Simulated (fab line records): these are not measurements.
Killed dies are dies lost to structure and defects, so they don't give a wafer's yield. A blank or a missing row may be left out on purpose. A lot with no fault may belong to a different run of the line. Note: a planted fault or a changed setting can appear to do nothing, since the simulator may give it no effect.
fab line records	flow nandHarc
[record] lots = 12	wafers = 36	lastDay = 33
route steps=1302 shown P_M2@348 P_BONDPAD@352 END@1302
lots that met no fault: from a run of the same line without faults
startH: the number of hours between the record's first day and the start of the first shown wafer of the lot	waitH: hours elapsed since this lot's preceding step	" repeats the value in the row above	L1.1+2: a row that stands for several wafers	- no value, or no start given	* or withheld: withheld	< > ~ a bound
route shown NAME@n: names a module that has steps shown in the file, with the first one's number in the route	usual: mean/standard deviation of fault-free wafers	same: alike in all rows	chamber/n: place in a boat	sites: readings site by site	_std_site: the standard deviation of these	_edge_site: mean of outer sites minus mean of inner sites	radiusMm: how far each site lies from the wafer's centre	mask NAME#n: copy n	behind: the last tool/chamber to shape the wafer	hold: why the lot was held/for how many hours/how that ended	device: which transistor (n, p or np) failed to switch	end of line: the route-end tests of the same wafers	step lacking rows: just its recipe	killed: dies that structure and defects cost at the first sort, which is not the same as the wafer's yield	map: the dies of a wafer, with x for killed, . for not killed, _ for no die there
set.NAME: the setting that was run; set.NAME@STEP: the one run at that earlier step	model.NAME: the simulator's own value behind a step, which no gauge read
steps of the route over a sample of lots; a table a step, a row a wafer
services: a tool's chamber out of use, with start hour (startH, from the record's first day; less than 0 if before it), hours out, and reason
[[steps]]
[step NHARC_P_M2_INSPECT_27]
[usual] rawDefectCount = 361/130
lot.wafer	tool	chamber	startH	waitH	rawDefectCount
L922.4	defectInspect-01	-	147.99	0.0	322
L922.5	"	-	"	"	278
L922.6	"	-	"	"	179
L923.2	defectInspect-02	-	161.65	0.0	319
L923.3	"	-	"	"	413
L923.6	"	-	"	"	339
L926.3	defectInspect-02	-	189.57	0.0	669
L926.5	"	-	"	"	510
L926.6	"	-	"	"	324
L925.1	defectInspect-02	-	190.78	0.0	409
L925.2	"	-	"	"	377
L925.4	"	-	"	"	224
L927.1	defectInspect-01	-	201.16	0.0	527
L927.4	"	-	"	"	229
L927.6	"	-	"	"	492
L929.1	defectInspect-01	-	225.81	0.0	247
L929.4	"	-	"	"	346
L929.5	"	-	"	"	350
L930.1	defectInspect-01	-	236.62	0.0	605
L930.3	"	-	"	"	346
L930.6	"	-	"	"	251
L931.1	defectInspect-02	-	254.37	0.0	546
L931.4	"	-	"	"	369
L931.6	"	-	"	"	263
L940.2	defectInspect-02	-	336.04	0.0	523
L940.3	"	-	"	"	522
L940.5	"	-	"	"	372
L941.1	defectInspect-02	-	336.70	0.0	486
L941.3	"	-	"	"	267
L941.6	"	-	"	"	271
L942.2	defectInspect-01	-	351.60	0.0	272
L942.5	"	-	"	"	194
L942.6	"	-	"	"	291
L943.1	defectInspect-02	-	359.57	0.0	380
L943.2	"	-	"	"	306
L943.4	"	-	"	"	217
[step NHARC_P_BONDPAD_CMP_32]
[recipe] targetThkNm = 200	material = SiCN
[usual] motorCurrentA = 12.5/1.4	retainingRingPressureFrac = 1.000/0.0049
lot.wafer	tool	chamber	startH	waitH	motorCurrentA	retainingRingPressureFrac
L922.4	cmp-01	1	148.98	-	11.6	0.994
L922.5	"	0	"	"	12.8	1.000
L922.6	"	1	"	"	11.9	0.990
L923.3	cmp-04	3	162.66	-	11.6	0.997
L923.2	"	0	"	"	13.6	0.998
L923.6	"	2	"	"	10.9	1.001
L926.3	cmp-03	3	190.56	-	11.8	1.011
L926.5	"	1	"	"	10.9	1.004
L926.6	"	2	"	"	14.9	0.996
L925.2	cmp-04	2	191.73	-	11.8	1.002
L925.4	"	3	"	"	12.0	1.003
L925.1	"	0	"	"	13.6	0.995
L927.1	cmp-01	2	202.15	-	14.4	1.005
L927.4	"	0	"	"	13.6	0.997
L927.6	"	2	"	"	13.8	1.004
L929.1	cmp-01	0	226.83	-	13.4	1.005
L929.4	"	1	"	"	12.0	1.005
L929.5	"	2	"	"	13.8	0.998
L930.3	cmp-03	2	237.87	0.3	15.3	1.005
L930.1	"	0	"	"	11.6	1.001
L930.6	"	2	"	"	14.8	1.007
L931.1	cmp-01	1	255.37	-	11.9	0.996
L931.4	"	2	"	"	13.4	1.007
L931.6	"	1	"	"	11.8	1.000
L940.3	cmp-03	0	337.33	-	12.4	1.005
L940.2	"	1	"	"	11.9	0.994
L940.5	"	1	"	"	10.7	0.999
L941.1	cmp-04	0	337.69	-	14.0	0.999
L941.3	"	1	"	"	12.7	0.993
L941.6	"	2	"	"	11.0	1.000
L942.2	cmp-03	1	352.54	-	10.8	1.009
L942.6	"	1	"	"	10.4	1.006
L942.5	"	2	"	"	14.9	0.995
L943.4	cmp-01	1	360.66	-	11.3	1.002
L943.1	"	2	"	"	14.1	1.001
L943.2	"	3	"	"	12.4	1.001
[step NHARC_P_BONDPAD_DESCUM_11]
[recipe] timeS = 3	o2FlowSccm = 200	arFlowSccm = 0	biasPowerW = 0	chemistry = O2
[usual] drypumpMotorCurrentA = 5.6/0.52	oesProductAu = 0.996/0.011	rfVppV = 57.8/0.84	runLengthS = 23.92/0.28	showerheadPlenumPTorr = 1.91/0.069	throttleValvePct = 11.312/0.0088
lot.wafer	tool	chamber	startH	waitH	drypumpMotorCurrentA	oesProductAu	rfHoursCounterH	rfVppV	runLengthS	showerheadPlenumPTorr	throttleValvePct
L922.4	rieDiel-02	3	150.00	-	5.5	0.986	2.9	57.2	23.50	1.94	11.293
L922.5	"	1	"	"	5.5	0.977	-	58.8	24.40	1.95	11.298
L922.6	"	2	"	"	4.9	0.972	-	58.7	24.02	1.87	11.316
L923.2	rieDiel-02	1	163.66	-	5.5	0.988	3.0	58.4	23.81	1.95	11.309
L923.3	"	2	"	"	4.9	0.989	2.4	57.9	24.18	1.87	11.310
L923.6	"	3	"	"	5.5	0.997	-	58.4	23.73	1.94	11.313
L926.3	rieDiel-02	2	191.56	-	4.9	0.994	3.3	57.7	24.34	1.87	11.324
L926.6	"	3	"	"	5.5	0.990	-	57.8	23.85	1.94	11.322
L926.5	"	0	"	"	6.2	0.982	-	58.8	24.29	1.81	11.332
L925.1	rieDiel-02	1	192.75	-	5.5	0.986	4.0	58.2	23.73	1.95	11.315
L925.2	"	2	"	"	4.9	0.997	3.4	57.6	24.21	1.87	11.313
L925.4	"	3	"	"	5.5	0.998	3.9	58.4	23.81	1.94	11.308
L927.1	rieDiel-03	0	203.18	-	5.8	0.999	6.5	57.5	24.29	1.85	11.310
L927.4	"	1	"	"	5.7	1.005	7.1	58.3	23.86	1.84	11.308
L927.6	"	0	"	"	5.8	0.994	-	58.8	24.23	1.85	11.308
L929.4	rieDiel-02	3	227.85	-	5.5	1.007	0	57.6	23.60	1.94	11.311
L929.1	"	1	"	"	5.5	0.996	0	57.7	23.83	1.95	11.308
L929.5	"	3	"	"	5.5	1.012	-	57.0	24.10	1.94	11.305
L930.3	rieDiel-02	2	238.90	-	4.9	0.991	0.1	58.0	24.10	1.87	11.326
L930.1	"	1	"	"	5.5	1.004	0.1	58.7	24.10	1.95	11.310
L930.6	"	3	"	"	5.5	1.018	-	58.0	23.81	1.94	11.303
L931.1	rieDiel-02	3	256.38	-	5.5	1.005	0.6	57.3	23.74	1.94	11.307
L931.4	"	0	"	"	6.2	1.000	0.6	56.8	24.00	1.81	11.315
L931.6	"	3	"	"	5.5	1.007	-	58.5	25.49	1.94	11.303
L940.3	rieDiel-07	2	338.35	-	5.0	1.019	1.9	58.9	24.03	2.03	11.312
L940.2	"	1	"	"	6.2	1.010	1.9	56.5	24.20	1.85	11.292
L940.5	"	3	"	"	5.5	0.994	-	58.3	24.09	1.95	11.321
L941.3	rieDiel-03	0	338.68	-	5.8	0.970	3.2	56.4	23.97	1.85	11.312
L941.1	"	1	"	"	5.7	0.985	2.6	56.3	24.06	1.84	11.312
L941.6	"	1	"	"	5.7	0.991	-	55.9	24.06	1.84	11.306
L942.2	rieDiel-07	2	353.48	-	5.0	0.997	2.7	58.2	23.21	2.03	11.304
L942.5	"	3	"	"	5.5	1.003	-	57.8	23.67	1.95	11.306
L942.6	"	0	"	"	6.7	0.986	-	58.2	23.72	2.01	11.320
L943.2	rieDiel-07	1	361.66	-	6.2	0.999	2.6	57.1	24.37	1.85	11.311
L943.4	"	2	"	"	5.0	0.994	3.6	57.7	23.20	2.03	11.296
L943.1	"	0	"	"	6.7	0.991	3.9	58.1	23.98	2.01	11.333
[step NHARC_P_BONDPAD_CD_MEAS_13]
[usual] cdNm = 499.6/2.4
lot.wafer	tool	chamber	startH	waitH	cdNm
L922.4	cdSem-01	-	150.32	-	497.0
L922.5	"	-	"	"	504.0
L922.6	"	-	"	"	500.2
L923.2	cdSem-01	-	163.95	-	499.7
L923.3	"	-	"	"	500.0
L923.6	"	-	"	"	503.3
L926.3	cdSem-03	-	191.85	-	498.0
L926.5	"	-	"	"	497.6
L926.6	"	-	"	"	496.7
L925.1	cdSem-02	-	193.07	-	500.5
L925.2	"	-	"	"	501.1
L925.4	"	-	"	"	499.5
L927.1	cdSem-03	-	203.49	-	497.7
L927.4	"	-	"	"	496.2
L927.6	"	-	"	"	495.9
L929.1	cdSem-03	-	228.16	-	503.4
L929.4	"	-	"	"	500.2
L929.5	"	-	"	"	501.5
L930.1	cdSem-01	-	239.22	-	498.7
L930.3	"	-	"	"	497.1
L930.6	"	-	"	"	496.1
L931.1	cdSem-02	-	256.69	-	496.6
L931.4	"	-	"	"	499.4
L931.6	"	-	"	"	495.7
L940.2	cdSem-03	-	338.67	-	503.7
L940.3	"	-	"	"	503.7
L940.5	"	-	"	"	501.6
L941.1	cdSem-01	-	339.48	-	501.5
L941.3	"	-	"	"	495.2
L941.6	"	-	"	"	500.8
L942.2	cdSem-01	-	353.82	-	498.3
L942.5	"	-	"	"	500.6
L942.6	"	-	"	"	501.3
L943.1	cdSem-03	-	361.98	-	502.6
L943.2	"	-	"	"	500.4
L943.4	"	-	"	"	499.4
[step NHARC_END_SORT_01]
[recipe] tempC = 25
[usual] defectLimitedYield = 91/3.2	killedAtArray = 53/21	killedAtOther = 0.8/1.1	killedAtPeriphery = 4.2/2.7	killedDies = 58/22	killedOpen = 3.4/1.9	killedShort = 2.5/1.6	sort_bin_2_pct = 3.1/1.4	sort_bin_3_pct = 0.6/0.43	sort_bin_4_pct = 4.9/1.7	sortNPass = 619/22	sortRimYieldPct = 96.9/1.8	sortYieldPct = 91/3.2
[same] grossDies = 677	sort_bin_5_pct[%] = 0	sort_bin_6_pct[%] = 0	sort_bin_7_pct[%] = 0	sort_bin_8_pct[%] = 0	sortRimNGross = 106.00
lot.wafer	tool	chamber	startH	waitH	defectLimitedYield[%]	killedAtArray	killedAtOther	killedAtPeriphery	killedDies	killedOpen	killedShort	sort_bin_2_pct[%]	sort_bin_3_pct[%]	sort_bin_4_pct[%]	sortNPass	sortRimYieldPct[%]	sortYieldPct[%]
L927.1	prober-02	0	621.13	2.5	87	82	1	2	85	6	6	4.6	0.1	7.8	592	98.1	87
L927.4	prober-02	0	623.49	3.4	88	83	0	1	84	3	6	3.8	1.3	7.2	593	96.2	88
L927.6	prober-02	0	625.07	3.9	87	81	0	6	87	6	8	4.7	1.0	7.1	590	94.3	87
L925.1	prober-01	0	621.14	2.5	89	76	0	1	77	3	0	4.4	0.4	6.5	600	97.2	89
L925.2	prober-01	0	621.95	2.8	89	68	1	4	73	3	3	3.8	0	6.9	604	97.2	89
L925.4	prober-01	0	623.57	3.4	87	83	0	2	85	5	6	5.0	0.9	6.6	592	97.2	87
L926.3	prober-02	0	630.46	3.1	91	58	1	4	63	2	3	3.7	0.9	4.7	614	96.2	91
L926.5	prober-02	0	632.07	3.7	92	46	1	5	52	3	2	2.8	0.3	4.6	625	96.2	92
L926.6	prober-02	0	632.87	4.0	91	51	1	6	58	1	1	2.5	0.6	5.5	619	97.2	91
L929.1	prober-02	0	652.40	2.5	88	70	5	7	82	4	2	4.4	1.3	6.4	595	95.3	88
L929.4	prober-02	0	654.81	3.4	87	84	3	1	88	4	2	3.8	1.6	7.5	589	98.1	87
L929.5	prober-02	0	655.62	3.7	88	75	0	4	79	4	1	3.8	1.0	6.8	598	97.2	88
L931.1	prober-01	0	685.05	2.5	97	14	1	4	19	4	0	0.7	0	2.1	658	98.1	97
L931.4	prober-01	0	687.44	3.4	97	18	0	4	22	2	1	1.0	0	2.2	655	98.1	97
L931.6	prober-01	0	689.03	4.0	97	20	1	0	21	3	0	0.7	0.4	1.9	656	99.1	97
L930.1	prober-02	0	685.06	2.5	92	52	0	5	57	2	4	3.0	0.7	4.7	620	96.2	92
L930.3	prober-02	0	686.67	3.1	88	70	0	8	78	5	4	4.0	1.0	6.5	599	98.1	88
L930.6	prober-02	0	689.08	4.0	92	48	0	5	53	2	2	4.1	0.1	3.5	624	99.1	92
L940.2	prober-01	0	774.64	2.8	95	31	1	3	35	3	3	1.6	0.4	3.1	642	96.2	95
L940.3	prober-01	0	775.45	3.1	94	37	0	4	41	2	2	2.4	0.4	3.2	636	98.1	94
L940.5	prober-01	0	777.07	3.7	93	41	0	7	48	4	1	1.8	0.3	5.0	629	96.2	93
// killed by level:class
L927.1 A_CHANNEL_HOLE_D1:chamberFilmFlake=33 A_CHANNEL_HOLE_D2:chamberFilmFlake=18 A_STAIRCASE:chamberFilmFlake=12 A_CONTACT:chamberFilmFlake=9 P_M0:geometricParticle:open=2 A_DECK1_JOINT:geometricParticle:open=2 A_ONON_D2:geometricParticle:short=2 A_ONON_D1:geometricParticle:short=1
L925.1 A_CHANNEL_HOLE_D2:chamberFilmFlake=33 A_SLIT:chamberFilmFlake=28 A_CONTACT:chamberFilmFlake=5 A_CHANNEL_HOLE_D1:chamberFilmFlake=3 A_CHANNEL_FILL_D2:geometricParticle:open=2 A_ONON_D2:geometricParticle:open=1 P_ZERO_WELL:chamberFilmFlake=1 A_ZERO_WELL:chamberFilmFlake=1
L925.2 A_CHANNEL_HOLE_D2:chamberFilmFlake=32 A_SLIT:chamberFilmFlake=25 P_CONTACT:geometricParticle:open=2 A_ZERO_WELL:chamberFilmFlake=2 A_WL_FILL:chamberFilmFlake=2 A_CONTACT:chamberFilmFlake=2 P_STI:geometricParticle:short=1 A_CHANNEL_HOLE_D1:geometricParticle:short=1
L927.4 A_CHANNEL_HOLE_D1:chamberFilmFlake=30 A_CHANNEL_HOLE_D2:chamberFilmFlake=28 A_STAIRCASE:chamberFilmFlake=8 A_CONTACT:chamberFilmFlake=6 A_SGD_CUT:geometricParticle:short=2 A_CHANNEL_FILL_D2:chamberFilmFlake=2 P_CONTACT:geometricParticle:open=1 A_CHANNEL_FILL_D1:geometricParticle:short=1
L925.4 A_CHANNEL_HOLE_D2:chamberFilmFlake=31 A_SLIT:chamberFilmFlake=25 A_CONTACT:chamberFilmFlake=7 A_CHANNEL_HOLE_D1:chamberFilmFlake=4 A_M1:chamberFilmFlake=3 A_ONON_D1:geometricParticle:short=2 A_CHANNEL_FILL_D2:geometricParticle:short=2 A_STAIRCASE:chamberFilmFlake=2
L927.6 A_CHANNEL_HOLE_D2:chamberFilmFlake=31 A_CHANNEL_HOLE_D1:chamberFilmFlake=28 A_CONTACT:chamberFilmFlake=7 A_STAIRCASE:chamberFilmFlake=5 P_M1:geometricParticle:open=2 A_CHANNEL_FILL_D2:geometricParticle:short=2 P_STI:geometricParticle:short=1 P_CONTACT:geometricParticle:open=1
L926.3 A_CHANNEL_HOLE_D1:chamberFilmFlake=35 A_CHANNEL_HOLE_D2:chamberFilmFlake=13 A_CONTACT:chamberFilmFlake=3 A_M0:geometricParticle:short=2 P_ZERO_WELL:chamberFilmFlake=2 A_BLC:geometricParticle:open=1 A_M0:geometricParticle:open=1 P_GATE:chamberFilmFlake=1
L926.5 A_CHANNEL_HOLE_D1:chamberFilmFlake=31 A_CHANNEL_HOLE_D2:chamberFilmFlake=8 P_M1:chamberFilmFlake=2 A_WL_FILL:chamberFilmFlake=2 P_M1:geometricParticle:short=1 P_M2:geometricParticle:open=1 A_CHANNEL_FILL_D1:geometricParticle:open=1 A_DECK1_JOINT:geometricParticle:open=1
L926.6 A_CHANNEL_HOLE_D1:chamberFilmFlake=36 A_CHANNEL_HOLE_D2:chamberFilmFlake=7 P_GATE:chamberFilmFlake=3 A_STAIRCASE:chamberFilmFlake=3 P_M1:chamberFilmFlake=2 P_M0:geometricParticle:short=1 A_CHANNEL_HOLE_D1:geometricParticle:open=1 A_CHANNEL_FILL_D1:chamberFilmFlake=1
L929.1 A_CHANNEL_HOLE_D1:chamberFilmFlake=27 A_SLIT:chamberFilmFlake=22 A_CHANNEL_HOLE_D2:chamberFilmFlake=15 P_BONDPAD:chamberFilmFlake=4 THIN_TSV:chamberFilmFlake=4 P_CONTACT:geometricParticle:open=1 P_M0:geometricParticle:open=1 P_M2:geometricParticle:short=1
L929.4 A_CHANNEL_HOLE_D1:chamberFilmFlake=31 A_SLIT:chamberFilmFlake=28 A_CHANNEL_HOLE_D2:chamberFilmFlake=9 THIN_TSV:chamberFilmFlake=3 A_ONON_D2:geometricParticle:open=2 A_CHANNEL_FILL_D2:chamberFilmFlake=2 A_STAIRCASE:chamberFilmFlake=2 A_SGD_CUT:chamberFilmFlake=2
L929.5 A_CHANNEL_HOLE_D1:chamberFilmFlake=28 A_SLIT:chamberFilmFlake=25 A_CHANNEL_HOLE_D2:chamberFilmFlake=11 A_CONTACT:chamberFilmFlake=5 P_BONDPAD:chamberFilmFlake=3 P_M0:geometricParticle:short=1 A_ONON_D1:geometricParticle:open=1 A_CHANNEL_FILL_D1:geometricParticle:open=1
L931.1 A_CHANNEL_HOLE_D1:chamberFilmFlake=3 A_ZERO_WELL:chamberFilmFlake=2 A_DECK1_JOINT:chamberFilmFlake=2 A_SLIT:chamberFilmFlake=2 P_GATE:geometricParticle:open=1 A_CHANNEL_FILL_D1:geometricParticle:open=1 A_DECK1_JOINT:geometricParticle:open=1 A_BLC:geometricParticle:open=1
L930.1 A_SLIT:chamberFilmFlake=26 A_CHANNEL_HOLE_D1:chamberFilmFlake=8 A_CHANNEL_HOLE_D2:chamberFilmFlake=6 A_CONTACT:chamberFilmFlake=4 P_GATE:chamberFilmFlake=3 A_CHANNEL_FILL_D1:geometricParticle:short=2 A_ONON_D1:geometricParticle:short=1 A_CHANNEL_HOLE_D1:geometricParticle:open=1
L930.3 A_SLIT:chamberFilmFlake=32 A_CHANNEL_HOLE_D2:chamberFilmFlake=22 A_CONTACT:chamberFilmFlake=5 P_BONDPAD:chamberFilmFlake=3 A_CHANNEL_HOLE_D1:chamberFilmFlake=3 P_M0:geometricParticle:open=2 P_ZERO_WELL:chamberFilmFlake=2 P_CONTACT:geometricParticle:short=1
L931.4 A_CHANNEL_HOLE_D1:chamberFilmFlake=6 A_CHANNEL_FILL_D1:geometricParticle:open=2 P_STI:chamberFilmFlake=2 A_CHANNEL_HOLE_D2:chamberFilmFlake=2 A_SLIT:chamberFilmFlake=2 A_WL_FILL:chamberFilmFlake=2 A_CHANNEL_HOLE_D1:geometricParticle:short=1 P_ZERO_WELL:chamberFilmFlake=1
L931.6 A_CHANNEL_HOLE_D1:chamberFilmFlake=7 A_DECK1_JOINT:chamberFilmFlake=4 A_WL_FILL:chamberFilmFlake=4 A_CHANNEL_FILL_D1:geometricParticle:open=1 A_M0:geometricParticle:open=1 STARTING-WAFER:geometricParticle:open=1 A_ZERO_WELL:chamberFilmFlake=1 A_STAIRCASE:chamberFilmFlake=1
L930.6 A_SLIT:chamberFilmFlake=23 A_CHANNEL_HOLE_D2:chamberFilmFlake=13 P_BONDPAD:chamberFilmFlake=3 A_M1:chamberFilmFlake=2 A_CONTACT:chamberFilmFlake=2 A_ONON_D1:geometricParticle:open=1 A_DECK1_JOINT:geometricParticle:short=1 A_SGD_CUT:geometricParticle:short=1
L940.2 A_CHANNEL_HOLE_D1:chamberFilmFlake=8 A_CONTACT:chamberFilmFlake=5 A_SLIT:chamberFilmFlake=4 A_CHANNEL_HOLE_D2:chamberFilmFlake=3 A_WL_FILL:geometricParticle:short=2 P_GATE:chamberFilmFlake=2 A_CHANNEL_FILL_D1:chamberFilmFlake=2 A_STAIRCASE:chamberFilmFlake=2
L940.3 A_CHANNEL_HOLE_D1:chamberFilmFlake=15 A_SLIT:chamberFilmFlake=8 A_CONTACT:chamberFilmFlake=4 A_WL_FILL:chamberFilmFlake=3 A_CHANNEL_HOLE_D2:chamberFilmFlake=2 P_CONTACT:geometricParticle:open=1 P_M0:geometricParticle:open=1 A_CHANNEL_FILL_D1:geometricParticle:short=1
L940.5 A_CHANNEL_HOLE_D1:chamberFilmFlake=14 A_SLIT:chamberFilmFlake=9 A_CHANNEL_HOLE_D2:chamberFilmFlake=5 A_WL_FILL:chamberFilmFlake=4 A_CHANNEL_FILL_D1:chamberFilmFlake=3 A_CONTACT:chamberFilmFlake=3 P_ZERO_WELL:chamberFilmFlake=2 P_CONTACT:chamberFilmFlake=2
[[services]]
tool	chamber	startH	hours	kind
cmp-03	-	152.25	3.0	repair
rieDiel-02	0	152.82	3.9	repair
cmp-01	-	158.39	1.6	repair
rieDiel-07	3	159.10	3.1	repair
cmp-03	-	162.12	4.0	pm
rieDiel-07	-	174.20	0.5	repair
cmp-04	-	184.05	4.0	pm
cmp-01	-	186.23	4.0	pm
rieDiel-02	-	216.70	9.0	pm
rieDiel-03	0	229.96	5.7	repair
cmp-01	-	234.15	0.5	repair
cmp-03	-	256.44	0.8	repair
cmp-03	-	260.12	4.0	pm
rieDiel-03	-	281.30	9.0	pm
cmp-04	-	282.05	4.0	pm
cmp-01	-	282.59	2.9	repair
rieDiel-07	-	294.20	9.0	pm
rieDiel-07	0	304.44	9.0	repair
rieDiel-02	3	312.30	1.3	repair
rieDiel-07	2	339.38	4.8	repair
cmp-03	-	339.55	2.1	repair
rieDiel-07	1	341.13	14.0	repair
rieDiel-02	3	342.67	7.3	repair
cmp-03	-	358.12	4.0	pm
[[key]]
[firstSign] step = NHARC_P_BONDPAD_DESCUM_11	reading = runLengthS	direction = up	sigmas = 5.5	usual = *	struck = *
effect none on later readings
metAt NHARC_P_BONDPAD_DESCUM_11
struckLots L931
struckWafers L931.6
notActingAt NHARC_P_M2_INSPECT_27,NHARC_P_BONDPAD_CMP_32,NHARC_P_BONDPAD_CD_MEAS_13
onsetBetween 238.90 256.38
[fault] kind = processParameterDrift	tool = rieDiel-02	chamber = -	onsetH = 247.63	steps = NHARC_P_BONDPAD_DESCUM_11	channel = timeS	offset = *	shape = step	endH = 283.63	scope = struckWafersOnly	actsIn = *	stated = *
